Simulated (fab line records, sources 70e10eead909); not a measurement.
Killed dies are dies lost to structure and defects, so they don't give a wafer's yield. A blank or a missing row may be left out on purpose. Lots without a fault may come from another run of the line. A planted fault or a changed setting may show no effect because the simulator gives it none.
fab line records | flow nand_harc | part 1 of 2: steps 1 to 21 of 34
record lots=5 wafers=15 last_day=22
route steps=1159 shown A_BONDPAD@1075 HYBRID_BOND@1094 THIN_TSV@1101
lots that met no fault: from a run of the same line without faults
start_h: hours from the record's first day to the start of the lot's first wafer shown | wait_h: hours since the lot's step before | " the same as in the row above | L1.1+2: a row that stands for several wafers | - no value, or no start given | * or withheld: withheld | < > ~ a bound
route shown NAME@n: a module of which the file shows steps, and the number in the route of the first | usual: mean/standard deviation of fault-free wafers | same: alike in all rows | chamber/n: place in a boat | sites: the reading at each site | _std_site: their standard deviation | _edge_site: outer sites' mean less inner sites' | radius_mm: how far each site lies from the wafer's centre | mask NAME#n: copy n | behind: the tool/chamber that last shaped the wafer | hold: why the lot was held/for how many hours/how that ended | device: the transistor (n, p or np) that didn't switch | end of line: the same wafers' tests at the end of the route | a step without rows: its recipe alone | killed: dies lost to structure and defects at the first sort, not the wafer's yield | map: a wafer's dies, x killed, . not, _ none there
set.NAME: the setting as run; set.NAME@STEP: as run at that earlier step | model.NAME: the simulator's own value behind a step, which no gauge read
lots at some steps of the route; a table a step, a row a wafer
services: from which hour (start_h, from the record's first day; less than 0 if before it) a tool's chamber was out of use, for how many hours, and why
## steps
# step NHARC_A_BONDPAD_DESCUM_11
# recipe time_s=3 o2_flow_sccm=200 ar_flow_sccm=0 bias_power_w=0 chemistry=O2
# usual drypump_motor_current_A=6.0/0.47 oes_product_au=1.004/0.0069 rf_vpp_V=57.9/0.82 showerhead_plenum_p_Torr=1.92/0.078 throttle_valve_pct=11.311/0.0098
# columns lot.wafer tool chamber start_h wait_h drypump_motor_current_A oes_product_au rf_hours_counter_h rf_vpp_V showerhead_plenum_p_Torr throttle_valve_pct
L077.3 rie_diel-02 1 412.38 - 6.1 1.005 3 57.7 1.99 11.309
L077.2 " 2 " " 6.0 1.015 3 58.6 1.97 11.300
L077.4 " 3 " " 6.5 1.008 3 58.1 1.87 11.321
L082.4 rie_diel-02 1 452.30 - 6.1 0.990 4 58.0 1.99 11.304
L082.2 " 0 " " 6.1 0.998 4 56.3 1.83 11.309
L082.5 " 2 " " 6.0 1.004 - 57.7 1.97 11.306
L086.1 rie_diel-02 3 472.13 - 6.5 1.003 5 56.1 1.87 11.299
L086.4 " 0 " " 6.2 1.006 5 57.9 1.83 11.319
L086.3 " 2 " " 5.9 1.004 5 57.3 1.97 11.307
L084.2 rie_diel-06 0 475.52 - 5.3 1.006 9 57.0 1.88 11.312
L084.3 " 1 " " 5.4 1.008 10 57.0 1.77 11.299
L084.5 " 3 " " 6.6 1.000 - 58.5 2.00 11.304
L091.2 rie_diel-02 2 503.49 - 5.9 1.011 6 58.2 1.97 11.315
L091.4 " 0 " " 6.2 1.009 6 57.8 1.83 11.287
L091.5 " 2 " " 6.0 1.016 - 58.3 1.97 11.315
# step NHARC_A_BONDPAD_ETCH_34
# recipe target_depth_a=600 overetch_a=180 time_s=65.91 ion_energy_ev=200 n2_flow_sccm=150 h2_flow_sccm=150 ar_flow_sccm=0 rf_w=400 bias_w=150 chemistry=N2/H2
# usual drypump_motor_current_A=6.0/0.48 oes_product_au=1.004/0.0072 rf_fwd_power_W=396.0/1.6 rf_vpp_V=430.5/2.4 showerhead_plenum_p_Torr=2.04/0.086 throttle_valve_pct=14.170/0.0092
# columns lot.wafer tool chamber start_h wait_h drypump_motor_current_A oes_product_au rf_fwd_power_W rf_hours_counter_h rf_vpp_V showerhead_plenum_p_Torr throttle_valve_pct
L077.2 rie_diel-02 2 412.46 0.1 5.9 1.013 393.7 3 431.6 2.10 14.169
L077.3 " 3 " " 6.6 0.994 395.3 3 427.8 1.99 14.158
L077.4 " 1 " " 6.1 1.007 395.9 3 432.8 2.13 14.171
L082.4 rie_diel-02 2 452.38 0.1 6.0 1.013 393.9 4 433.6 2.10 14.178
L082.2 " 1 " " 6.1 1.010 396.4 4 431.5 2.13 14.175
L082.5 " 2 " " 5.9 0.993 393.2 - 433.1 2.10 14.171
L086.1 rie_diel-02 1 472.22 0.1 6.1 0.995 394.4 5 433.1 2.13 14.161
L086.3 " 2 " " 6.0 1.016 396.0 5 433.8 2.10 14.181
L086.4 " 3 " " 6.5 1.001 397.4 5 429.1 1.99 14.196
L084.2 rie_diel-06 1 475.59 0.1 5.4 1.006 397.0 10 426.7 1.89 14.172
L084.3 " 3 " " 6.6 1.009 396.5 10 433.5 2.13 14.167
L084.5 " 1 " " 5.4 1.003 398.2 - 427.0 1.89 14.169
L091.2 rie_diel-02 3 503.57 0.1 6.5 1.017 395.6 6 429.1 1.99 14.166
L091.4 " 1 " " 6.1 1.003 395.4 6 433.0 2.13 14.169
L091.5 " 3 " " 6.5 1.008 394.6 - 429.1 1.99 14.162
# step NHARC_A_BONDPAD_ETCH_12
# recipe target_depth_a=2200 time_s=110 chf3_flow_sccm=50 o2_flow_sccm=10 ar_flow_sccm=200 rf_w=500 bias_w=200 chemistry=CHF3/O2
# usual chf3_flow_sccm=50.02/0.16 drypump_motor_current_A=6.0/0.48 oes_product_au=0.949/0.021 rf_fwd_power_W=496.7/1.7 rf_vpp_V=370.8/2.3 showerhead_plenum_p_Torr=2.40/0.095 throttle_valve_pct=20.573/0.009
# columns lot.wafer tool chamber start_h wait_h chf3_flow_sccm drypump_motor_current_A oes_product_au rf_fwd_power_W rf_hours_counter_h rf_vpp_V showerhead_plenum_p_Torr throttle_valve_pct
L077.3 rie_diel-02 0 - - 50.03 6.2 0.924 499.2 3 368.5 2.30 20.573
L077.4 " 1 " " 50.03 6.1 0.933 494.4 3 373.2 2.50 20.557
L077.2 " 2 " " 49.92 6.0 0.941 495.8 3 373.4 2.47 20.573
L082.2 rie_diel-02 0 - - 50.24 6.2 0.927 498.2 4 368.4 2.30 20.572
L082.4 " 1 " " 50.11 6.1 0.924 498.5 4 372.5 2.50 20.576
L082.5 " 3 " " 49.91 6.5 0.937 495.7 - 369.9 2.35 20.576
L086.1 rie_diel-02 2 - - 50.19 5.9 0.942 495.7 5 371.2 2.47 20.562
L086.4 " 3 " " 49.89 6.5 0.921 495.4 5 369.5 2.35 20.576
L086.3 " 1 " " 49.87 6.1 0.924 498.3 5 373.6 2.50 20.573
L084.2 rie_diel-06 1 - - 50.11 5.4 0.932 500.8 10 366.0 2.23 20.569
L084.3 " 0 " " 49.91 5.3 0.933 496.7 9 370.8 2.36 20.584
L084.5 " 1 " " 50.03 5.4 0.932 499.8 - 366.5 2.23 20.577
L091.2 rie_diel-02 2 - - 50.00 6.0 0.969 495.3 6 371.6 2.47 20.568
L091.4 " 3 " " 49.86 6.5 0.952 496.6 6 368.0 2.35 20.578
L091.5 " 2 " " 49.96 6.0 0.963 495.1 - 371.6 2.47 20.567
# step NHARC_A_BONDPAD_CD_MEAS_13
# usual cd_nm=499.2/1.2
# columns lot.wafer tool chamber start_h wait_h cd_nm
L077.2 cd_sem-03 - 412.70 - 497.5
L077.3 " - " " 498.7
L077.4 " - " " 499.1
L082.2 cd_sem-02 - 452.62 - 498.9
L082.4 " - " " 499.1
L082.5 " - " " 499.1
L086.1 cd_sem-03 - 472.45 - 499.7
L086.3 " - " " 499.2
L086.4 " - " " 499.5
L084.2 cd_sem-02 - 475.83 - 498.3
L084.3 " - " " 497.8
L084.5 " - " " 498.7
L091.2 cd_sem-01 - 503.81 - 500.8
L091.4 " - " " 500.0
L091.5 " - " " 500.9
# step NHARC_A_BONDPAD_STRIP_15
# recipe o2_flow_sccm=500 ar_flow_sccm=0 bias_w=0 chemistry=O2
# usual drypump_motor_current_A=6.0/0.44 oes_product_au=1.001/0.0072 rf_vpp_V=57.8/0.89 showerhead_plenum_p_Torr=3.53/0.13 throttle_valve_pct=17.036/0.0087
# columns lot.wafer tool chamber start_h wait_h drypump_motor_current_A oes_product_au rf_hours_counter_h rf_vpp_V showerhead_plenum_p_Torr throttle_valve_pct
L077.2 rie_diel-06 3 412.77 0.1 6.6 0.991 33 59.3 3.68 17.034
L077.3 " 0 " " 5.3 0.997 29 57.7 3.48 17.039
L077.4 " 2 " " 5.1 1.003 32 57.9 3.68 17.033
L082.2 rie_diel-13 2 452.69 0.1 5.8 1.010 59 57.7 3.53 17.031
L082.4 " 1 " " 6.3 0.995 60 57.1 3.41 17.035
L082.5 " 2 " " 5.8 1.008 - 59.3 3.53 17.039
L086.4 rie_diel-02 3 472.53 0.1 6.5 1.015 5 56.7 3.45 17.037
L086.3 " 0 " " 6.2 1.009 5 58.8 3.38 17.034
L086.1 " 1 " " 6.1 0.997 5 59.8 3.67 17.023
L084.2 rie_diel-02 0 475.94 0.1 6.2 0.996 5 58.1 3.38 17.024
L084.3 " 1 " " 6.1 1.003 5 58.6 3.67 17.033
L084.5 " 0 " " 6.2 1.000 - 58.4 3.38 17.037
L091.4 rie_diel-13 0 503.88 0.1 5.9 0.999 14 59.0 3.76 17.021
L091.2 " 3 " " 6.4 1.002 15 57.9 3.61 17.027
L091.5 " 1 " " 6.2 0.998 - 57.7 3.40 17.028
# step NHARC_A_BONDPAD_ETCH_24
# recipe target_depth_a=300 over_etch_frac=0.3 time_s=72.99 ion_energy_ev=150 cf4_flow_sccm=50 n2_flow_sccm=100 ar_flow_sccm=150 rf_w=300 bias_w=100 chemistry=CF4/N2
# usual drypump_motor_current_A=6.0/0.44 oes_product_au=1.001/0.0077 rf_fwd_power_W=297.2/1.1 rf_vpp_V=314.3/1.9 showerhead_plenum_p_Torr=2.63/0.1 throttle_valve_pct=19.795/0.0086
# columns lot.wafer tool chamber start_h wait_h drypump_motor_current_A oes_product_au rf_fwd_power_W rf_hours_counter_h rf_vpp_V showerhead_plenum_p_Torr throttle_valve_pct
L077.4 rie_diel-06 1 - - 5.5 0.995 297.2 30 311.3 2.45 19.785
L077.2 " 2 " " 5.0 1.011 297.7 32 316.2 2.74 19.791
L077.3 " 0 " " 5.3 0.999 294.8 29 313.4 2.59 19.791
L082.2 rie_diel-13 2 - - 5.8 0.999 296.6 59 313.8 2.63 19.788
L082.4 " 3 " " 6.3 0.990 297.4 66 314.6 2.69 19.789
L082.5 " 1 " " 6.3 0.980 297.4 - 313.2 2.54 19.810
L086.1 rie_diel-02 2 - - 5.9 1.008 295.7 5 314.2 2.70 19.796
L086.4 " 3 " " 6.5 1.008 299.5 5 313.5 2.57 19.798
L086.3 " 0 " " 6.1 1.003 298.3 5 312.9 2.51 19.802
L084.3 rie_diel-02 2 - - 6.0 1.007 296.0 5 315.9 2.70 19.785
L084.2 " 0 " " 6.2 1.007 298.0 5 311.6 2.52 19.797
L084.5 " 3 " " 6.6 1.004 298.8 - 312.1 2.57 19.803
L091.4 rie_diel-13 1 - - 6.2 0.977 296.2 16 312.4 2.53 19.799
L091.2 " 2 " " 5.8 0.982 298.0 16 314.4 2.62 19.784
L091.5 " 1 " " 6.2 0.996 297.3 - 312.3 2.53 19.796
# step NHARC_A_BONDPAD_STRIP_16
# recipe time_s=600 temp_c=30 chemistry=post_etch_residue_remover
# columns lot.wafer tool chamber start_h wait_h
L077.2+3+4 wet_bench-10 6,1,2 413.06 -
L082.4+5+2 wet_bench-10 4,5,0 452.97 -
L086.4+1+3 wet_bench-08 3,4,6 472.82 -
L084.5+3+2 wet_bench-10 7,2,4 476.20 -
L091.4+5+2 wet_bench-08 5,6,2 504.16 -
# step NHARC_A_BONDPAD_DEGAS_25
# recipe temp_c=300 time_s=60
# usual heater_power_w=463/57
# columns lot.wafer tool chamber start_h wait_h heater_power_w
L077.4 pvd_sputter-03 - 413.33 - 418
L077.3 " - " " 456
L077.2 " - " " 521
L082.2 pvd_sputter-01 - 453.25 - 424
L082.4 " - " " 482
L082.5 " - " " 370
L086.4 pvd_sputter-03 - 473.07 - 533
L086.1 " - " " 382
L086.3 " - " " 475
L084.2 pvd_sputter-03 - 476.48 - 418
L084.3 " - " " 391
L084.5 " - " " 465
L091.2 pvd_sputter-03 - 504.43 - 524
L091.4 " - " " 432
L091.5 " - " " 523
# step NHARC_A_BONDPAD_PRE_CLEAN_26
# recipe time_s=30 temp_c=280 gas=H2/He
# usual heater_power_w=410/49
# columns lot.wafer tool chamber start_h wait_h heater_power_w
L077.3 pvd_sputter-03 - - - 416
L077.2 " - " " 482
L077.4 " - " " 372
L082.2 pvd_sputter-01 - - - 358
L082.4 " - " " 340
L082.5 " - " " 436
L086.4 pvd_sputter-03 - - - 408
L086.1 " - " " 456
L086.3 " - " " 373
L084.2 pvd_sputter-03 - - - 449
L084.3 " - " " 346
L084.5 " - " " 414
L091.2 pvd_sputter-03 - - - 367
L091.4 " - " " 470
L091.5 " - " " 339
# step NHARC_A_BONDPAD_PVD_17
# recipe target_thk_a=50 bias_v=168.6 power_w=15000 chamber_pressure_pa=0.12 time_s=8.06 substrate_temp_c=50 material=TaN
# usual chamber_pressure_pa=0.12004/0.00022 throttle_valve_pct=30.2/1.1
# columns lot.wafer tool chamber start_h wait_h chamber_pressure_pa throttle_valve_pct
L077.3 pvd_sputter-03 - - - 0.11991 30.3
L077.4 " - " " 0.11996 28.7
L077.2 " - " " 0.12016 29.8
L082.4 pvd_sputter-01 - - - 0.11999 32.0
L082.2 " - " " 0.11985 29.4
L082.5 " - " " 0.11997 31.8
L086.3 pvd_sputter-03 - - - 0.11992 31.0
L086.4 " - " " 0.11999 30.9
L086.1 " - " " 0.12014 31.6
L084.3 pvd_sputter-03 - - - 0.11946 30.7
L084.2 " - " " 0.11996 28.9
L084.5 " - " " 0.11983 31.4
L091.4 pvd_sputter-03 - - - 0.1201 30.7
L091.2 " - " " 0.11991 29.2
L091.5 " - " " 0.11995 31.4
# step NHARC_A_BONDPAD_PVD_27
# recipe target_thk_a=300 chamber_pressure_pa=5 power_w=5000 substrate_temp_c=30 time_s=20.49 material=Cu
# usual chamber_pressure_pa=5.000/0.011 throttle_valve_pct=30.2/1.1
# columns lot.wafer tool chamber start_h wait_h chamber_pressure_pa throttle_valve_pct
L077.3 pvd_sputter-03 - - - 4.998 30.2
L077.2 " - " " 5.002 30.6
L077.4 " - " " 5.013 29.1
L082.2 pvd_sputter-01 - - - 4.989 32.0
L082.4 " - " " 4.986 29.4
L082.5 " - " " 5.004 31.0
L086.3 pvd_sputter-03 - - - 5.007 30.8
L086.1 " - " " 4.991 31.6
L086.4 " - " " 4.985 30.9
L084.2 pvd_sputter-03 - - - 5.009 30.8
L084.3 " - " " 5.010 28.9
L084.5 " - " " 4.979 31.6
L091.4 pvd_sputter-03 - - - 5.001 30.8
L091.2 " - " " 4.984 31.5
L091.5 " - " " 5.017 31.0
# step NHARC_A_BONDPAD_ECD_18
# recipe target_thk_a=4000 bath_temp_c=25 material=Cu
# columns lot.wafer tool chamber start_h wait_h
L077.2+3+4 ecd_cu-01 0,0,1 413.71 -
L082.2+4+5 ecd_cu-02 1 453.64 -
L086.1+3+4 ecd_cu-01 0,0,1 473.44 -
L084.2+3+5 ecd_cu-01 1,0,1 476.84 -
L091.2+4+5 ecd_cu-01 0 504.85 -
# step NHARC_A_BONDPAD_ANNEAL_28
# recipe temp_c=225 time_s=90
# usual wafer_temp_C_max=226.7/0.33
# columns lot.wafer tool chamber start_h wait_h wafer_temp_C_max
L077.2 rtp_anneal-01 0 414.13 - 226.6
L077.3 " 0 " " 226.6
L077.4 " 0 " " 226.8
L082.2 rtp_anneal-02 0 454.02 - 226.9
L082.4 " 0 " " 227.1
L082.5 " 0 " " 226.5
L086.1 rtp_anneal-01 0 473.82 0.3 226.0
L086.3 " 0 " " 226.7
L086.4 " 0 " " 226.6
L084.2 rtp_anneal-02 0 477.27 - 226.4
L084.3 " 0 " " 226.7
L084.5 " 0 " " 226.5
L091.2 rtp_anneal-02 0 505.23 0.3 226.9
L091.4 " 0 " " 226.8
L091.5 " 0 " " 226.9
# step NHARC_A_BONDPAD_CMP_19
# recipe t_overpolish_s=30 cu_recess_touch_s=16 target_thk_nm=169.8
# usual motor_current_A=11.6/1.5 overpolish_run_s=30.001/0.0088 retaining_ring_pressure_frac=1.000/0.0047
# columns lot.wafer tool chamber start_h wait_h motor_current_A overpolish_run_s retaining_ring_pressure_frac
L077.2 cmp-04 3 414.43 - 11.5 29.997 0.996
L077.3 " 0 " " 10.0 29.999 1.002
L077.4 " 1 " " 10.7 30.010 0.999
L082.4 cmp-04 3 454.34 - 11.5 29.995 0.999
L082.2 " 0 " " 10.2 30.001 0.994
L082.5 " 2 " " 10.9 30.006 1.002
L086.3 cmp-04 3 474.17 - 11.4 30.004 0.999
L086.1 " 1 " " 10.5 30.004 0.996
L086.4 " 2 " " 11.9 30.010 1.002
L084.3 cmp-04 2 477.56 - 11.7 30.004 1.006
L084.2 " 3 " " 11.4 30.019 1.009
L084.5 " 2 " " 11.1 30.005 1.002
L091.4 cmp-04 0 505.52 - 10.0 30.001 1.004
L091.2 " 1 " " 11.1 30.006 1.008
L091.5 " 1 " " 11.3 30.002 0.997
# step NHARC_A_BONDPAD_THK_MEAS_20
# recipe thk_meas_gauge=xrf
# usual thk_nm=170.0/1.3
# columns lot.wafer tool chamber start_h wait_h thk_nm
L077.2 film_metro-02 - 414.76 - 170.4
L077.3 " - " " 171.5
L077.4 " - " " 168.4
L082.2 film_metro-01 - 454.63 - 168.8
L082.4 " - " " 169.0
L082.5 " - " " 169.0
L086.1 film_metro-02 - 474.49 - 170.0
L086.3 " - " " 169.0
L086.4 " - " " 171.5
L084.2 film_metro-02 - 477.89 - 168.8
L084.3 " - " " 170.7
L084.5 " - " " 170.1
L091.2 film_metro-02 - 505.85 - 169.4
L091.4 " - " " 170.1
L091.5 " - " " 170.9
# step NHARC_A_BONDPAD_SRD_21
# recipe time_s=30 temp_c=23 dry_time_s=20 spin_rpm=1500
# columns lot.wafer tool chamber start_h wait_h
L077.4+2+3 wet_bench-10 2,3,4 414.80 0.0
L082.4+2+5 wet_bench-08 7,0,3 454.68 0.0
L086.3+4+1 wet_bench-08 4,5,7 474.53 0.0
L084.5+3+2 wet_bench-08 7,0,1 477.93 0.0
L091.2+5+4 wet_bench-08 7,2,4 505.89 0.0
# step NHARC_A_BONDPAD_INSPECT_23
# usual raw_defect_count=440/100
# columns lot.wafer tool chamber start_h wait_h raw_defect_count
L077.2 defect_inspect-02 - 414.96 0.0 282
L077.3 " - " " 365
L077.4 " - " " 366
L082.2 defect_inspect-02 - 454.84 0.0 447
L082.4 " - " " 585
L082.5 " - " " 508
L086.1 defect_inspect-02 - 474.69 0.0 395
L086.3 " - " " 341
L086.4 " - " " 562
L084.2 defect_inspect-02 - 478.11 0.0 378
L084.3 " - " " 425
L084.5 " - " " 362
L091.2 defect_inspect-01 - 506.06 0.0 457
L091.4 " - " " 484
L091.5 " - " " 565
# step NHARC_HYBRID_BOND_ACTIVATE_00
# recipe time_s=60 n2_flow_sccm=200 ar_flow_sccm=0 bias_power_w=0 chemistry=N2
# usual drypump_motor_current_A=5.4/0.52 oes_product_au=0.999/0.0078 rf_vpp_V=64.0/0.85 showerhead_plenum_p_Torr=1.73/0.081
# columns lot.wafer tool chamber start_h wait_h drypump_motor_current_A oes_product_au rf_hours_counter_h rf_vpp_V showerhead_plenum_p_Torr
L077.3 rie_diel-05 1 415.02 0.1 5.9 0.996 24 63.3 1.85
L077.2 " 2 " " 5.6 1.004 23 65.4 1.76
L077.4 " 3 " " 6.2 0.986 25 65.1 1.77
L082.4 rie_diel-08 3 454.90 0.1 5.6 0.997 54 62.9 1.70
L082.2 " 0 " " 6.0 1.000 55 62.3 1.83
L082.5 " 3 " " 5.7 0.993 - 64.0 1.70
L086.4 rie_diel-05 0 474.75 0.1 6.1 0.992 49 65.4 1.86
L086.1 " 1 " " 5.9 0.988 47 64.0 1.84
L086.3 " 2 " " 5.6 1.002 48 63.0 1.75
L084.2 rie_diel-03 2 478.18 0.1 5.8 1.001 7 62.7 1.63
L084.3 " 0 " " 4.8 0.994 7 63.8 1.82
L084.5 " 2 " " 5.8 0.999 - 64.3 1.63
L091.4 rie_diel-03 1 506.12 0.1 4.6 1.016 10 64.2 1.77
L091.2 " 2 " " 5.8 1.010 10 63.6 1.63
L091.5 " 2 " " 5.8 0.995 - 64.2 1.63
# step NHARC_HYBRID_BOND_PRECLEAN_01
# recipe time_s=300 temp_c=23 chemistry=DIW
# columns lot.wafer tool chamber start_h wait_h
L077.4+2+3 wet_bench-10 1,2,3 415.19 0.1
L082.5+4+2 wet_bench-08 2,3,7 455.05 0.1
L086.3+4+1 wet_bench-08 6,0,1 474.91 0.1
L084.2+3+5 wet_bench-10 3,4,7 478.34 0.1
L091.5+4+2 wet_bench-10 6,0,1 506.31 0.1
# step NHARC_HYBRID_BOND_SRD_02
# recipe time_s=30 temp_c=23 dry_time_s=20 spin_rpm=1500
# columns lot.wafer tool chamber start_h wait_h
L077.4+2+3 wet_bench-10 1,2,3 - -
L082.5+4+2 wet_bench-08 2,3,7 - -
L086.3+4+1 wet_bench-08 6,0,1 - -
L084.2+3+5 wet_bench-10 3,4,7 - -
L091.5+4+2 wet_bench-10 6,0,1 - -
# step NHARC_HYBRID_BOND_BOND_03
# recipe temp_c=25
# columns lot.wafer tool chamber start_h wait_h
L077.2+3+4 wafer_bonder-01 0 415.58 -
L082.2+4+5 wafer_bonder-01 0 455.45 -
L086.1+3+4 wafer_bonder-01 0 475.16 -
L084.2+3+5 wafer_bonder-01 0 478.74 -
L091.2+4+5 wafer_bonder-01 0 506.70 -
